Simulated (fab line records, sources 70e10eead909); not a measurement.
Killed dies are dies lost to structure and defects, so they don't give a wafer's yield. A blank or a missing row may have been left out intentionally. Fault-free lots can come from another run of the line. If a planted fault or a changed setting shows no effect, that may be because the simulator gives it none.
Which tool was responsible? ; flow nand_harc ; Sampling: 11 lots, 33 wafers, 4 of 1302 route steps

== WHAT THE GAUGES READ, wafer by wafer ==
NHARC_P_GATE_CD_MEAS_46: the cd target is 720 nm.
lot;measured;on;cd_nm (nm)
L775;day 5 17:46;cd_sem-01;720.7 719.4 719.9
L776;day 5 21:25;cd_sem-01;722.4 722.8 721.6
L778;day 6 22:19;cd_sem-02;721.1 718.8 718.5
L780;day 7 17:37;cd_sem-03;721.6 721.7 721.0
L781;day 8 01:39;cd_sem-03;721.7 720.9 720.7
L782;day 8 17:49;cd_sem-02;720.9 719.5 721.1
L784;day 9 07:46;cd_sem-01;668.4 666.2 666.1
L787;day 10 17:09;cd_sem-03;721.0 722.5 722.5
L794;day 13 15:24;cd_sem-03;720.5 719.7 718.6
L795;day 13 19:57;cd_sem-01;721.5 721.1 722.0
L796;day 14 04:10;cd_sem-01;721.6 720.5 722.2

== EACH LOT AND THE TOOL THAT RAN IT (in order: tool; ch and the chambers of the sampled wafers; start) ==
lot;NHARC_P_GATE_ETCH_32;NHARC_P_GATE_STRIP_108;NHARC_P_GATE_EXPOSE_43
L775;rie_si-05 ch 0,3, day 5 06:19;rie_diel-11 ch 1,2,3, day 5 06:31;krf_scanner-02 ch 0, day 5 17:37
L776;rie_si-06 ch 0,2,3, day 5 10:10;rie_diel-01 ch 1,2,3, day 5 10:19;krf_scanner-03 ch 0, day 5 21:16
L778;rie_si-06 ch 0,1,3, day 6 08:59;rie_diel-03 ch 0,3, day 6 09:08;krf_scanner-02 ch 0, day 6 22:09
L780;rie_si-06 ch 0,2,3, day 7 06:13;rie_diel-11 ch 0,3, day 7 06:23;krf_scanner-04 ch 0, day 7 17:28
L781;rie_si-06 ch 0,1, day 7 14:26;rie_diel-01 ch 0,1, day 7 14:35;krf_scanner-04 ch 0, day 8 01:29
L782;rie_si-06 ch 2,3, day 8 06:31;rie_diel-11 ch 1,2, day 8 06:40;krf_scanner-03 ch 0, day 8 17:40
L784;rie_si-01 ch 0,1, day 8 20:29;rie_diel-03 ch 0,2, day 8 20:39;krf_scanner-03 ch 0, day 9 07:37
L787;rie_si-05 ch 0,1,2, day 10 05:53;rie_diel-03 ch 1,3, day 10 06:02;krf_scanner-02 ch 0, day 10 17:00
L794;rie_si-01 ch 0,1,2, day 13 04:02;rie_diel-03 ch 1,2,3, day 13 04:13;krf_scanner-03 ch 0, day 13 15:14
L795;rie_si-06 ch 1,2,3, day 13 08:32;rie_diel-11 ch 1,2,3, day 13 08:41;krf_scanner-02 ch 0, day 13 19:47
L796;rie_si-01 ch 1,2,3, day 13 17:00;rie_diel-11 ch 0,2, day 13 17:08;krf_scanner-02 ch 0, day 14 04:00
- NHARC_P_GATE_ETCH_32: etches the open film in HBr/Cl2, target depth 150 nm, time 100.1 s.
- NHARC_P_GATE_STRIP_108: strips in O2.
- NHARC_P_GATE_EXPOSE_43: exposes mask P NSD, target cd 720 nm.

== THE ANSWER, worked out from the rows above alone ==
Rule: the usual values come from the lots themselves. Put in order of their means at a reading, lots are off if they are a third of the lots or fewer, leave a main group of 4 or more, and stand apart from it by a gap of 3 or more times the standard deviation of the main group's means; of several such gaps the widest counts. If all means in a main group match to the digits the tables above print for the reading, that group is not used. A lot without any number at a reading at which 4 lots or more have one is off too. Where the step has rows for the other lots, those lots are counted as sound.
Off, at NHARC_P_GATE_CD_MEAS_46 on cd_nm: L784. Mean 720.9 nm and standard deviation 0.94 in the main group.
A tool fits if, at a process step before that reading, it ran every lot that is off, and no sound lot after the first of them. Gauges at NHARC_P_GATE_CD_MEAS_46: tried the same way as those tools. No candidate that was tried fits.

== WHAT HAD BEEN PUT IN BY THE SIMULATOR ==
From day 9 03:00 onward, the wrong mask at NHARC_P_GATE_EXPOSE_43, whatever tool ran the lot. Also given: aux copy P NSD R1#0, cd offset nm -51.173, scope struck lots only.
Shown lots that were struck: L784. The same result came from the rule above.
